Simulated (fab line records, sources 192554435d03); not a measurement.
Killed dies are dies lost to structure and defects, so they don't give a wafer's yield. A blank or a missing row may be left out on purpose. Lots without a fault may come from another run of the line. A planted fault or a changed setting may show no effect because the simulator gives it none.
fab line records | flow n5_finfet
record lots=6 wafers=17 last_day=19
route steps=1938 shown FIN_SAQP@127 BEOL_M4@1111 PASSIVATION@1936
lots that met no fault: from a run of the same line without faults
start_h: hours from the record's first day to the start of the lot's first wafer shown | wait_h: hours since the lot's step before | " the same as in the row above | L1.1+2: a row that stands for several wafers | - no value, or no start given | * or withheld: withheld | < > ~ a bound
route shown NAME@n: a module of which the file shows steps, and the number in the route of the first | usual: mean/standard deviation of fault-free wafers | same: alike in all rows | chamber/n: place in a boat | sites: the reading at each site | _std_site: their standard deviation | _edge_site: outer sites' mean less inner sites' | radius_mm: how far each site lies from the wafer's centre | mask NAME#n: copy n | behind: the tool/chamber that last shaped the wafer | hold: why the lot was held/for how many hours/how that ended | device: the transistor (n, p or np) that didn't switch | end of line: the same wafers' tests at the end of the route | a step without rows: its recipe alone | killed: dies lost to structure and defects at the first sort, not the wafer's yield | map: a wafer's dies, x killed, . not, _ none there
set.NAME: the setting as run; set.NAME@STEP: as run at that earlier step | model.NAME: the simulator's own value behind a step, which no gauge read
lots at some steps of the route; a table a step, a row a wafer
services: from which hour (start_h, from the record's first day; less than 0 if before it) a tool's chamber was out of use, for how many hours, and why
## steps
# step N5_FIN_SAQP_MANDREL1_REMOVE_56
# recipe chemistry=HBr/Cl2/O2 bt_time_s=10 target=a-Si stop_on=SiNx endpoint=OES-SiCl over_etch_frac=1 icp_w=600 bias_w=22 HBr_flow_sccm=150 Cl2_flow_sccm=80 O2_flow_sccm=5 pressure_mtorr=10
# step N5_FIN_SAQP_CD_MEAS_27
# recipe target_cd_nm=20 landing_energy_ev=1000 detector=se_inlens polarity=line
# usual cd_nm=20.33/0.25
# columns lot.wafer tool chamber start_h wait_h cd_nm
L692.1 cd_sem-01 0 36.58 0.1 20.78
L692.3 " 0 " " 19.94
L692.4 " 0 " " 20.48
L697.1 cd_sem-02 0 66.34 0.1 20.56
L697.3 " 0 " " 20.37
L697.6 " 0 " " 19.84
L699.1 cd_sem-03 0 78.08 0.1 20.05
L699.2 " 0 " " 20.21
L699.4 " 0 " " 20.48
L707.1 cd_sem-01 0 127.49 0.1 20.44
L707.5 " 0 " " 20.68
L707.6 " 0 " " 20.24
L708.1 cd_sem-03 0 132.79 0.1 20.07
L708.2 " 0 " " 20.42
L708.3 " 0 " " 20.22
L713.5 cd_sem-02 0 164.70 0.0 20.34
L713.6 " 0 " " 19.97
# step N5_FIN_SAQP_ETCH_57
# recipe chemistry=CH3F/O2 target=SiNx mask_material=SiO2 target_depth_a=325 time_s=46.4 pressure_mtorr=30 source_w=395 bias_w=73 Ar_flow_sccm=150 CH3F_flow_sccm=30 O2_flow_sccm=20 ion_energy_ev=120 ends=cleared
# usual drypump_motor_current_A=5.6/0.46 etch_rf_on_time_s=46.1/0.93 oes_f_703_au=0.80/0.072 oes_product_au=0.68/0.06 rf_vpp_V=302/7.5 showerhead_plenum_p_Torr=2.01/0.074 throttle_valve_pct=16.28/0.2
# columns lot.wafer tool chamber start_h wait_h drypump_motor_current_A etch_rf_on_time_s oes_f_703_au oes_product_au rf_hours_counter_h rf_vpp_V showerhead_plenum_p_Torr throttle_valve_pct
L692.1 rie_diel-04 2 37.16 0.6 5.8 45.6 0.89 0.75 40 303 2.05 16.35
L692.3 " 3 " " 5.8 45.7 0.86 0.71 102 299 1.93 16.42
L692.4 " 0 " " 4.7 46.4 0.88 0.77 24 311 2.04 16.01
L697.1 rie_diel-06 3 66.39 0.0 6.0 46.7 0.85 0.71 79 295 2.11 16.34
L697.3 " 1 " " 5.8 46.8 0.77 0.69 101 306 1.94 16.35
L697.6 " 1 " " 5.8 48.4 0.78 0.68 - 308 1.94 16.34
L699.1 rie_diel-06 1 78.17 0.1 5.8 46.7 0.77 0.69 106 309 1.94 16.35
L699.2 " 3 " " 6.0 45.8 0.84 0.70 84 293 2.11 16.36
L699.4 " 3 " " 6.0 46.4 0.83 0.70 - 294 2.10 16.35
L707.1 rie_diel-06 0 127.54 0.0 5.9 45.3 0.98 0.81 10 288 2.14 16.29
L707.5 " 0 " " 5.8 46.3 0.98 0.81 - 288 2.14 16.26
L707.6 " 3 " " 6.0 46.8 0.81 0.68 - 294 2.10 16.40
L708.1 rie_diel-04 0 132.92 0.1 4.8 45.8 0.82 0.73 60 310 2.03 16.07
L708.2 " 3 " " 5.8 45.2 0.82 0.68 138 298 1.92 16.47
L708.3 " 2 " " 5.8 46.1 0.84 0.70 75 304 2.03 16.42
L713.5 rie_diel-04 1 164.95 0.2 5.9 44.7 0.74 0.64 - 309 2.07 16.10
L713.6 " 3 " " 5.8 44.9 0.81 0.68 - 297 1.92 16.50
# step N5_FIN_SAQP_ETCH_65
# recipe chemistry=CF4 target=SiO2 target_depth_a=40 ion_energy_ev=350 time_s=4.4 pressure_mtorr=10 icp_w=800 bias_w=400 cf4_flow_sccm=80
# usual drypump_motor_current_A=5.9/0.35 oes_product_au=1.001/0.019 throttle_valve_pct=21.82/0.29
# same time_s=4.4
# columns lot.wafer tool chamber start_h wait_h drypump_motor_current_A oes_product_au rf_hours_counter_h throttle_valve_pct
L692.1 rie_si-01 3 37.26 0.1 6.1 0.984 168 22.19
L692.3 " 1 " " 5.9 1.003 25 22.04
L692.4 " 0 " " 5.5 1.003 29 21.69
L697.1 rie_si-01 3 66.50 0.1 6.1 0.982 169 22.18
L697.3 " 1 " " 5.8 0.994 25 22.04
L697.6 " 0 " " 5.5 1.009 - 21.69
L699.1 rie_si-01 3 78.28 0.1 6.1 0.977 169 22.19
L699.2 " 2 " " 5.8 0.986 91 21.57
L699.4 " 0 " " 5.5 1.007 30 21.68
L707.1 rie_si-04 0 127.65 0.1 5.8 0.990 5 22.07
L707.5 " 1 " " 5.7 1.014 - 21.82
L707.6 " 0 " " 5.8 1.000 - 22.08
L708.1 rie_si-01 0 133.03 0.1 5.5 1.000 31 21.68
L708.2 " 3 " " 6.1 0.972 170 22.21
L708.3 " 2 " " 5.8 0.970 92 21.57
L713.5 rie_si-04 3 165.03 0.0 6.0 1.010 - 21.53
L713.6 " 0 " " 5.8 1.004 - 22.08
# step N5_FIN_SAQP_MANDREL_ETCH_58
# recipe chemistry=HBr/Cl2 target=a-Si target_depth_a=450 bt_time_s=10 stop_on=SiNx mask_material=SiO2 over_etch_frac=0.8 time_s=27 pressure_mtorr=10 icp_w=800 bias_w=75 HBr_flow_sccm=150 Cl2_flow_sccm=80 ends=end_point
# step N5_FIN_SAQP_RECESS_63
# recipe chemistry=HF/NH3 target=SiO2 target_depth_a=180 afs_cycles=3 temp_c=30 sublimation_temp_c=180 sublimation_time_s=60
# step N5_FIN_SAQP_COAT_68
# recipe resist=SOC temp_c=250 time_s=60 spin_rpm=1500 resist_thk_nm=100
# step N5_FIN_SAQP_ETCH_69
# recipe chemistry=N2/H2 target=SOC target_depth_a=1500 stop_on=SiNx ion_energy_ev=100 bias_w=61 pressure_mtorr=30 source_w=850 n2_flow_sccm=200 h2_flow_sccm=200
# usual drypump_motor_current_A=5.6/0.48 oes_product_au=0.78/0.07 rf_vpp_V=240.9/1.4 showerhead_plenum_p_Torr=2.55/0.093 throttle_valve_pct=17.78/0.19
# columns lot.wafer tool chamber start_h wait_h drypump_motor_current_A oes_product_au rf_hours_counter_h rf_vpp_V showerhead_plenum_p_Torr throttle_valve_pct
L692.1 rie_diel-05 0 37.86 - 6.4 0.77 116 238.5 2.46 17.66
L692.3 " 2 " " 5.2 0.69 239 239.6 2.38 17.56
L692.4 " 3 " " 5.5 0.72 173 240.1 2.62 17.92
L697.1 rie_diel-04 0 67.06 - 4.8 0.87 34 241.5 2.58 17.53
L697.3 " 2 " " 5.8 0.84 49 239.7 2.60 17.97
L697.6 " 2 " " 5.8 0.84 - 241.2 2.60 17.98
L699.1 rie_diel-04 2 78.84 - 5.8 0.84 53 242.7 2.60 17.97
L699.2 " 0 " " 4.8 0.86 40 241.0 2.58 17.54
L699.4 " 2 " " 5.8 0.83 - 241.1 2.60 17.97
L707.1 rie_diel-06 1 128.21 - 5.8 0.77 126 239.3 2.46 17.81
L707.5 " 0 " " 5.8 0.94 - 243.5 2.72 17.89
L707.6 " 1 " " 5.8 0.76 - 239.4 2.45 17.79
L708.1 rie_diel-05 0 133.64 - 6.4 0.74 153 238.6 2.44 17.72
L708.2 " 2 " " 5.2 0.97 3 242.2 2.69 17.16
L708.3 " 1 " " 5.2 0.70 235 241.6 2.60 18.03
L713.5 rie_diel-05 0 165.61 - 6.4 0.74 - 240.1 2.44 17.73
L713.6 " 1 " " 5.2 0.69 - 239.9 2.60 18.05
# step N5_FIN_SAQP_ETCH_67
# recipe chemistry=CH3F/O2 target=SiNx target_depth_a=300 mask_material=SOC pressure_mtorr=30 source_w=395 bias_w=73 Ar_flow_sccm=150 CH3F_flow_sccm=30 O2_flow_sccm=20 ion_energy_ev=120
# step N5_FIN_SAQP_STRIP_70
# recipe chemistry=N2/H2 power_w=500 temp_c=40 pressure_mtorr=50 rf_frequency_hz=6e+07 overash_fraction=0.3 bias_power_w=28 h2_frac=0.5 n2_flow_sccm=300 h2_flow_sccm=300
# usual drypump_motor_current_A=5.6/0.48 oes_product_au=0.79/0.073 rf_vpp_V=121.9/0.99 showerhead_plenum_p_Torr=3.37/0.12 throttle_valve_pct=18.80/0.28
# columns lot.wafer tool chamber start_h wait_h drypump_motor_current_A oes_product_au rf_hours_counter_h rf_vpp_V showerhead_plenum_p_Torr throttle_valve_pct
L692.1 rie_diel-05 0 37.96 0.0 6.5 0.79 116 122.7 3.25 18.53
L692.3 " 2 " " 5.2 0.70 239 119.1 3.16 18.29
L692.4 " 3 " " 5.6 0.72 173 123.2 3.46 18.76
L697.1 rie_diel-04 0 67.16 0.0 4.8 0.90 34 120.2 3.40 18.94
L697.3 " 2 " " 5.8 0.85 49 122.7 3.43 19.25
L697.6 " 2 " " 5.8 0.85 - 120.9 3.44 19.25
L699.1 rie_diel-04 2 78.94 0.0 5.8 0.84 53 120.6 3.43 19.25
L699.2 " 0 " " 4.8 0.89 40 121.2 3.40 18.95
L699.4 " 2 " " 5.8 0.84 - 121.6 3.43 19.25
L707.1 rie_diel-06 1 128.31 0.0 5.8 0.78 126 120.4 3.25 18.78
L707.5 " 0 " " 5.8 0.96 - 123.0 3.59 19.23
L707.6 " 1 " " 5.8 0.78 - 121.0 3.25 18.77
L708.1 rie_diel-05 0 133.74 0.0 6.5 0.75 153 121.1 3.23 18.60
L708.2 " 2 " " 5.2 0.98 3 122.1 3.55 17.90
L708.3 " 1 " " 5.2 0.70 235 122.1 3.44 18.79
L713.5 rie_diel-05 0 165.70 0.0 6.5 0.75 - 121.5 3.23 18.59
L713.6 " 1 " " 5.2 0.69 - 121.8 3.43 18.81
# step N5_FIN_SAQP_RECESS_71
# recipe chemistry=HF/NH3 target=SiO2 target_depth_a=30 afs_cycles=1 temp_c=30 sublimation_temp_c=180 sublimation_time_s=60
# step N5_FIN_SAQP_SPACER2_ALD_28
# recipe material=SiO2 target_thk_a=81 temp_c=300 ald_precursor_family=BDEAS ald_co_reactant=O2-plasma pulse_time_s=1 purge_time_s=2 co_reactant_purge_time_s=2 pressure_torr=2
# usual heater_power_outer_w=266/32 heater_power_w=470/48 precursor_pulse_height_rel=1.002/0.021
# same pulse_time_s=1
# columns lot.wafer tool chamber start_h wait_h heater_power_outer_w heater_power_w precursor_pulse_height_rel
L692.1 ald_sin-04 1 38.17 0.1 281 475 0.991
L692.3 " 0 " " 212 392 0.977
L692.4 " 2 " " 319 595 1.009
L697.1 ald_sin-01 3 67.36 0.1 247 458 1.013
L697.3 " 1 " " 300 473 0.969
L697.6 " 0 " " 251 476 0.998
L699.1 ald_sin-04 3 79.15 0.1 243 453 0.990
L699.2 " 2 " " 322 580 1.002
L699.4 " 0 " " 210 412 1.065
L707.1 ald_sin-01 3 128.52 0.1 246 474 1.006
L707.5 " 3 " " 249 468 1.038
L707.6 " 2 " " 296 479 0.985
L708.1 ald_sin-01 1 134.50 0.7 296 470 0.955
L708.2 " 2 " " 295 465 1.016
L708.3 " 0 " " 242 473 1.030
L713.5 ald_sin-03 2 166.04 0.2 258 437 0.986
L713.6 " 1 " " 265 445 0.974
# step N5_FIN_SAQP_SPACER2_ETCHBACK_29
# recipe chemistry=CHF3/O2 mode=anisotropic_etchback target=SiO2 target_depth_a=122 time_s=6.1 pressure_mtorr=30 source_w=650 bias_w=170 Ar_flow_sccm=200 CHF3_flow_sccm=50 O2_flow_sccm=5 ion_energy_ev=200
# usual drypump_motor_current_A=5.6/0.46 oes_f_703_au=0.78/0.073 oes_product_au=0.77/0.075 rf_vpp_V=528/14 showerhead_plenum_p_Torr=2.42/0.093 throttle_valve_pct=18.92/0.25
# same time_s=6.1
# columns lot.wafer tool chamber start_h wait_h drypump_motor_current_A oes_f_703_au oes_product_au rf_hours_counter_h rf_vpp_V showerhead_plenum_p_Torr throttle_valve_pct
L692.1 rie_diel-04 0 38.57 0.3 4.7 0.87 0.90 24 548 2.46 18.60
L692.3 " 2 " " 5.8 0.87 0.86 41 537 2.46 18.95
L692.4 " 3 " " 5.7 0.84 0.83 103 525 2.33 19.01
L697.1 rie_diel-05 0 67.76 0.2 6.4 0.77 0.59 124 517 2.33 18.81
L697.3 " 2 " " 5.2 0.71 0.68 249 510 2.26 18.81
L697.6 " 2 " " 5.2 0.70 0.53 - 512 2.27 18.75
L699.1 rie_diel-05 3 79.49 0.2 5.6 0.73 0.55 184 528 2.47 19.06
L699.2 " 2 " " 5.2 0.70 0.52 252 512 2.26 18.78
L699.4 " 1 " " 5.2 0.71 0.71 209 545 2.50 19.29
L707.1 rie_diel-06 3 128.84 0.2 6.0 0.81 0.80 104 517 2.53 18.97
L707.5 " 2 " " 5.0 0.70 0.69 - 533 2.37 18.50
L707.6 " 3 " " 6.0 0.82 0.81 - 519 2.53 18.97
L708.1 rie_diel-06 2 134.83 0.2 4.9 0.71 0.69 225 533 2.37 18.52
L708.2 " 1 " " 5.8 0.76 0.78 127 543 2.33 18.93
L708.3 " 3 " " 6.0 0.82 0.80 106 517 2.52 18.97
L713.5 rie_diel-05 1 166.37 0.2 5.1 0.69 0.70 - 544 2.49 19.35
L713.6 " 2 " " 5.2 0.97 0.95 - 522 2.55 18.43
# step N5_FIN_SAQP_MANDREL2_REMOVE_60
# recipe chemistry=HBr/Cl2/O2 bt_time_s=10 target=a-Si stop_on=SiNx endpoint=OES-SiCl over_etch_frac=1 icp_w=600 bias_w=22 HBr_flow_sccm=150 Cl2_flow_sccm=80 O2_flow_sccm=5 pressure_mtorr=10
# step N5_BEOL_M4_RC_MEAS_101
# usual DIBL_N=37.2/2.1 DIBL_P=37.3/2.3 IOFF_N=0.18/0.041 IOFF_P=0.24/0.042 ION_N=680/13 ION_P=466/7.7 SS_N=71.8/0.68 SS_P=73.5/0.66 VT_N=249/3.6 VT_P=-248/3.4
# columns lot.wafer tool chamber start_h wait_h DIBL_N[mV/V] DIBL_P[mV/V] IOFF_N[nA/um] IOFF_P[nA/um] ION_N[uA/um] ION_P[uA/um] SS_N[mV/dec] SS_P[mV/dec] VT_N[mV] VT_P[mV]
L692.1 prober-01 0 181.95 0.0 40.3 40.1 0.26 0.28 702 470 72.7 74.2 243 -248
L692.3 " 0 " " 36.7 35.7 0.17 0.21 686 464 71.6 73.6 249 -251
L692.4 " 0 " " 37.9 37.0 0.20 0.22 689 463 72.1 74.0 247 -251
L697.1 prober-01 0 210.51 0.0 35.8 35.8 0.15 0.19 674 457 71.3 73.4 251 -253
L697.3 " 0 " " 36.1 36.8 0.15 0.19 677 461 71.0 73.0 254 -252
L697.6 " 0 " " 39.3 40.9 0.23 0.27 692 469 71.7 73.5 247 -250
L699.1 prober-02 0 228.02 0.0 34.0 34.7 0.15 0.24 676 473 71.2 73.5 250 -245
L699.2 " 0 " " 34.9 35.6 0.17 0.26 680 474 72.8 73.0 248 -242
L699.4 " 0 " " 30.1 30.5 0.09 0.19 659 472 70.6 72.4 255 -246
L707.1 prober-01 0 305.27 0.0 37.9 39.1 0.20 0.27 687 473 72.3 73.9 249 -246
L707.5 " 0 " " 36.0 36.8 0.16 0.23 673 468 71.4 73.3 250 -248
L707.6 " 0 " " 35.9 37.1 0.16 0.23 677 469 70.9 73.5 249 -247
L708.1 prober-01 0 316.30 0.0 37.4 39.8 0.20 0.28 684 477 72.2 74.0 248 -246
L708.2 " 0 " " 37.5 39.5 0.21 0.27 694 473 72.8 73.7 247 -245
L708.3 " 0 " " 37.1 39.2 0.20 0.28 698 483 72.2 73.8 244 -245
L713.5 prober-02 0 336.51 0.6 39.7 40.4 0.25 0.33 698 472 72.4 74.7 246 -243
L713.6 " 0 " " 39.6 39.7 0.24 0.31 690 468 72.3 74.9 247 -244
# step N5_PASSIVATION_PROBE_49
# usual defect_limited_yield=91.0/1.6 killed_at_M0_to_M3=35/11 killed_at_M4_up=14/5.3 killed_at_contacts=13/6.7 killed_at_front_end=41/12 killed_at_other=3.9/2.7 killed_dies=106/19 killed_on_rim=14/4 killed_open=70/14 killed_short=35/8.8 sort_bin_5_function=5.3/1 sort_bin_6_memory=3.3/0.81 sort_n_pass=1073/19 sort_yield_pct=91.0/1.6
# same gross_dies=1180 killed_at_back_side=0 sort_bin_4_leakage[%]=0 sort_bin_8_speed[%]=0
# columns lot.wafer tool chamber start_h wait_h defect_limited_yield[%] killed_at_M0_to_M3 killed_at_M4_up killed_at_contacts killed_at_front_end killed_at_other killed_dies killed_on_rim killed_open killed_short sort_bin_5_function[%] sort_bin_6_memory[%] sort_n_pass sort_yield_pct[%]
L692.1 prober-02 - 318.50 0.0 93.0 29 15 6 28 5 83 12 45 33 4.0 2.7 1097 93.0
L692.3 prober-02 - 318.60 0.1 91.2 34 12 10 46 2 104 12 74 24 4.8 3.6 1076 91.2
L692.4 prober-02 - 318.65 0.2 90.0 36 12 19 48 3 118 14 74 37 5.8 3.7 1062 90.0
L697.1 prober-02 - 323.33 0.0 87.1 54 17 35 45 1 152 20 90 57 6.8 5.9 1028 87.1
L697.3 prober-02 - 323.43 0.1 90.6 34 7 13 55 2 111 17 68 35 5.3 3.5 1069 90.6
L697.6 prober-02 - 323.58 0.3 88.0 51 12 25 50 4 142 20 86 53 7.5 3.9 1038 88.0
L699.1 prober-01 - 335.31 0.0 92.5 26 17 3 39 4 89 12 67 20 4.2 3.2 1091 92.5
L699.2 prober-01 - 335.36 0.1 91.4 35 18 5 39 5 102 12 68 34 5.1 3.2 1078 91.4
L699.4 prober-01 - 335.46 0.2 89.5 38 16 21 45 4 124 16 75 48 5.6 4.5 1056 89.5
L707.1 prober-02 - 408.95 0.0 88.2 29 30 20 54 6 139 15 102 34 6.7 4.5 1041 88.2
L707.5 prober-02 - 409.15 0.2 87.8 27 13 17 83 4 144 18 102 42 6.9 4.7 1036 87.8
L707.6 prober-02 - 409.20 0.3 89.8 39 10 16 48 7 120 17 79 41 6.0 3.7 1060 89.8
L708.1 prober-02 - 423.41 0.0 90.8 23 12 5 64 4 108 13 63 44 5.8 3.0 1072 90.8
L708.2 prober-02 - 423.46 0.1 90.9 28 11 12 55 1 107 19 68 38 4.9 3.6 1073 90.9
L708.3 prober-02 - 423.51 0.1 93.0 20 6 7 48 2 83 17 63 20 4.3 2.5 1097 93.0
L713.5 prober-01 - 450.51 0.5 92.7 36 7 14 29 0 86 9 59 27 4.4 2.9 1094 92.7
L713.6 prober-01 - 450.56 0.6 91.4 22 9 10 59 2 102 18 64 38 5.3 3.0 1078 91.4
# killed by level:class
L692.1 BEOL_M0_SAQP:geometric_particle:short=9 BEOL_M2:geometric_particle:open=7 GATE_CUT:geometric_particle:short=6 STI_FIN_REVEAL:geometric_particle:open=5 BEOL_M4:geometric_particle:open=5 MOL_CONTACT_COAG:geometric_particle:open=4 BEOL_M5:geometric_particle:open=4 GATE_CUT:geometric_particle:open=3
L692.3 GATE_CUT:geometric_particle:open=10 BEOL_M2:geometric_particle:open=10 MOL_CONTACT_COAG:geometric_particle:open=9 BEOL_M5:geometric_particle:open=8 FIN_SAQP:geometric_particle:open=7 STI_FIN_REVEAL:geometric_particle:open=7 BEOL_M1:geometric_particle:open=6 FIN_SAQP:geometric_particle:short=5
L692.4 STI_FIN_REVEAL:geometric_particle:open=14 MOL_CONTACT_COAG:geometric_particle:open=14 BEOL_M0_SAQP:geometric_particle:short=8 GATE_CUT:geometric_particle:short=7 GATE_CUT:geometric_particle:open=6 BEOL_M0_SAQP:geometric_particle:open=6 BEOL_M1:geometric_particle:open=6 BEOL_M2:geometric_particle:open=6
L697.1 MOL_CONTACT_COAG:geometric_particle:open=28 BEOL_M0_SAQP:geometric_particle:short=20 FIN_SAQP:geometric_particle:open=17 BEOL_M0_SAQP:geometric_particle:open=10 BEOL_M0:geometric_particle:short=9 BEOL_M4:geometric_particle:open=9 MOL_CONTACT_COAG:geometric_particle:short=7 DUMMY_GATE:geometric_particle:open=6
L697.3 FIN_SAQP:geometric_particle:open=13 BEOL_M0_SAQP:geometric_particle:short=12 STI_FIN_REVEAL:geometric_particle:open=9 MOL_CONTACT_COAG:geometric_particle:open=9 BEOL_M0_SAQP:geometric_particle:open=9 HKMG_FIN:area_etch=8 FIN_SAQP:geometric_particle:short=6 DUMMY_GATE:geometric_particle:open=5
L697.6 BEOL_M0_SAQP:geometric_particle:short=20 BEOL_M0_SAQP:geometric_particle:open=19 MOL_CONTACT_COAG:geometric_particle:open=17 FIN_SAQP:geometric_particle:open=15 MOL_CONTACT_COAG:geometric_particle:short=8 STI_FIN_REVEAL:geometric_particle:open=7 FIN_SAQP:geometric_particle:short=6 DUMMY_GATE:geometric_particle:open=4
L699.1 STI_FIN_REVEAL:geometric_particle:open=14 BEOL_M4:geometric_particle:open=10 FIN_SAQP:geometric_particle:open=8 BEOL_M3:geometric_particle:open=8 BEOL_M1:geometric_particle:open=7 FIN_SAQP:geometric_particle:short=4 MOL_CONTACT_COAG:geometric_particle:open=3 BEOL_M0_SAQP:geometric_particle:open=3
L699.2 BEOL_M4:geometric_particle:open=12 BEOL_M0_SAQP:geometric_particle:open=11 FIN_SAQP:geometric_particle:short=10 BEOL_M0_SAQP:geometric_particle:short=10 FIN_SAQP:geometric_particle:open=9 BEOL_M0:geometric_particle:open=6 STI_FIN_REVEAL:geometric_particle:open=5 DUMMY_GATE:geometric_particle:open=5
L699.4 STI_FIN_REVEAL:geometric_particle:open=16 MOL_CONTACT_COAG:geometric_particle:open=14 BEOL_M0_SAQP:geometric_particle:short=14 FIN_SAQP:geometric_particle:short=9 MOL_CONTACT_COAG:geometric_particle:short=7 DUMMY_GATE:geometric_particle:open=6 BEOL_M0_SAQP:geometric_particle:open=6 BEOL_M4:geometric_particle:open=6
L707.1 BEOL_M4:geometric_particle:open=19 MOL_CONTACT_COAG:geometric_particle:open=17 STI_FIN_REVEAL:geometric_particle:open=12 BEOL_M0_SAQP:geometric_particle:open=12 FIN_SAQP:geometric_particle:short=11 DUMMY_GATE:geometric_particle:open=10 FIN_SAQP:geometric_particle:open=8 STI_FIN_REVEAL:geometric_particle:short=7
L707.5 STI_FIN_REVEAL:geometric_particle:open=37 FIN_SAQP:geometric_particle:short=14 MOL_CONTACT_COAG:geometric_particle:open=14 FIN_SAQP:geometric_particle:open=11 BEOL_M3:geometric_particle:open=8 BEOL_M0_SAQP:geometric_particle:short=6 DUMMY_GATE:geometric_particle:open=5 BEOL_M4:geometric_particle:open=4
L707.6 FIN_SAQP:geometric_particle:open=14 MOL_CONTACT_COAG:geometric_particle:open=14 BEOL_M0_SAQP:geometric_particle:short=11 BEOL_M0_SAQP:geometric_particle:open=10 FIN_SAQP:geometric_particle:short=8 BEOL_M1:geometric_particle:open=7 STI_FIN_REVEAL:geometric_particle:open=6 DUMMY_GATE:geometric_particle:open=6
L708.1 FIN_SAQP:geometric_particle:short=17 FIN_SAQP:geometric_particle:open=16 STI_FIN_REVEAL:geometric_particle:open=9 BEOL_M2:geometric_particle:open=9 GATE_CUT:geometric_particle:short=6 MOL_CONTACT_COAG:geometric_particle:open=4 BEOL_M3:geometric_particle:open=4 STI_FIN_REVEAL:geometric_particle:short=3
L708.2 FIN_SAQP:geometric_particle:open=13 GATE_CUT:geometric_particle:short=12 MOL_CONTACT_COAG:geometric_particle:open=11 STI_FIN_REVEAL:geometric_particle:open=10 FIN_SAQP:geometric_particle:short=8 BEOL_M1:geometric_particle:open=7 BEOL_M2:geometric_particle:open=7 STI_FIN_REVEAL:geometric_particle:short=5
L708.3 STI_FIN_REVEAL:geometric_particle:open=14 BEOL_M2:geometric_particle:open=10 FIN_SAQP:geometric_particle:open=8 FIN_SAQP:geometric_particle:short=8 BEOL_M3:geometric_particle:open=6 DUMMY_GATE:geometric_particle:open=5 GATE_CUT:geometric_particle:open=4 MOL_CONTACT_COAG:geometric_particle:open=4
L713.5 MOL_CONTACT_COAG:geometric_particle:open=13 BEOL_M1:geometric_particle:open=12 BEOL_M0_SAQP:geometric_particle:open=9 FIN_SAQP:geometric_particle:short=7 FIN_SAQP:geometric_particle:open=4 STI_FIN_REVEAL:geometric_particle:open=4 BEOL_M3:geometric_particle:open=4 BEOL_M3:geometric_particle:short=4
L713.6 FIN_SAQP:geometric_particle:open=17 MOL_CONTACT_COAG:geometric_particle:open=8 DUMMY_GATE:geometric_particle:open=7 GATE_CUT:geometric_particle:short=7 STI_FIN_REVEAL:geometric_particle:open=5 DUMMY_GATE:geometric_particle:short=4 BEOL_M0_SAQP:geometric_particle:short=4 STARTING-WAFER:geometric_particle:open=4
## services
# columns tool chamber start_h hours kind
rie_si-04 2 26.88 1.1 repair
rie_diel-05 - 38.45 3.1 repair
ald_sin-03 2 44.52 3.6 repair
rie_diel-04 1 47.31 3.7 repair
rie_diel-06 0 65.14 - clean
rie_diel-06 0 65.14 - consumable_replace:focus_ring
rie_diel-06 0 65.14 - consumable_replace:showerhead
rie_diel-06 0 65.14 31.0 scheduled_down
rie_diel-06 0 65.14 31.0 vent_cycle
rie_diel-04 1 72.66 7.5 repair
rie_diel-05 2 89.97 4.8 repair
rie_diel-05 2 95.16 - clean
rie_diel-05 2 95.16 - consumable_replace:focus_ring
rie_diel-05 2 95.16 - consumable_replace:showerhead
rie_diel-05 2 95.16 32.9 scheduled_down
rie_diel-05 2 95.16 32.9 vent_cycle
rie_diel-04 1 106.99 5.1 repair
ald_sin-03 0 108.21 10.9 repair
ald_sin-04 - 111.52 0.6 repair
ald_sin-04 1 117.69 4.4 repair
rie_diel-05 0 147.50 7.9 repair
ald_sin-01 2 154.61 3.5 repair
ald_sin-03 3 157.48 4.7 repair
rie_diel-04 2 158.73 9.8 repair
## key
first_sign step=N5_FIN_SAQP_SPACER2_ETCHBACK_29 reading=oes_product_au direction=down sigmas=3 usual=0.77 struck=0.55
effect none on later readings
met_at N5_FIN_SAQP_SPACER2_ETCHBACK_29
struck_wafers L697.1,L697.6,L699.1,L699.2
fault kind=process_parameter_drift tool=rie_diel-05 chamber=- onset_h=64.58 steps=N5_FIN_SAQP_SPACER2_ETCHBACK_29 channel=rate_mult offset=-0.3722 shape=step end_h=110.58 scope=struck_wafers_only
